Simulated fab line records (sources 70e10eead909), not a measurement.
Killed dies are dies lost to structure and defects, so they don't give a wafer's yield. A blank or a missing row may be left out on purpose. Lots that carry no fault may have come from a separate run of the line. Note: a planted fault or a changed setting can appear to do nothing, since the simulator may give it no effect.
Matching of chambers	flow nandHarc	NHARC_P_GATE_STRIP_108 on rieDiel-11 has 4 sister chambers
The step strips in O2. 14 wafers are shown with their chamber, then 7 later ones without.

WAFERS PAIRED WITH THEIR CHAMBERS
wafer	chamber	showerheadPlenumPTorr (Torr)	drypumpMotorCurrentA (A)	chamberPressureMTorr (mTorr)
L504.3	2	3.72	5.8	59.99
L504.4	0	3.30	5.6	60.10
L504.6	2	3.72	5.8	59.97
L508.1	2	3.72	5.9	59.94
L508.5	0	3.30	5.6	60.01
L508.6	1	3.66	5.0	60.02
L511.1	1	3.66	5.0	60.02
L511.4	3	3.46	5.6	60.00
L511.5	0	3.29	5.6	60.02
L512.1	3	3.46	5.7	60.00
L512.3	2	3.72	5.9	59.92
L512.5	0	3.29	5.6	59.97
L514.2	0	3.29	5.6	60.00
L514.3	1	3.66	5.1	60.02

SIGNATURES (means of the wafers above)
reading	chamber 0	chamber 1	chamber 2	chamber 3	scatter within a chamber
showerheadPlenumPTorr	3.2940	3.6600	3.7200	3.4600	0.00346
drypumpMotorCurrentA	5.600	5.033	5.850	5.650	0.0465
chamberPressureMTorr	60.0200	60.0200	59.9550	60.0000	0.0351
Rule: a wafer's distance from a chamber is the root of the sum, over the readings, of the square of ((its reading less the chamber's mean) divided by the reading's scatter). The wafer belongs to the nearest chamber; if the next one is less than 2 further off, it can't be placed. The scatter: the root of (the sum of the squares of (reading less its chamber's mean) over the shown wafers, divided by (wafers less chambers)).

WAFERS WITHOUT THEIR CHAMBER
wafer	showerheadPlenumPTorr (Torr)	drypumpMotorCurrentA (A)	chamberPressureMTorr (mTorr)
L514.5	3.66	5.0	59.91
L524.3	3.71	5.9	59.98
L524.5	3.29	5.6	60.05
L524.6	3.65	5.0	59.99
L526.3	3.46	5.6	60.00
L526.4	3.71	5.9	60.03
L526.5	3.46	5.7	59.94

CHAMBER TAKEN BY EACH
wafer	from the rows above	in truth
L514.5	1	1
L524.3	2	2
L524.5	0	0
L524.6	1	1
L526.3	3	3
L526.4	2	2
L526.5	3	3
7 of 7 placed correctly. Number that these rows cannot place: 0. Placed wrongly: 0.
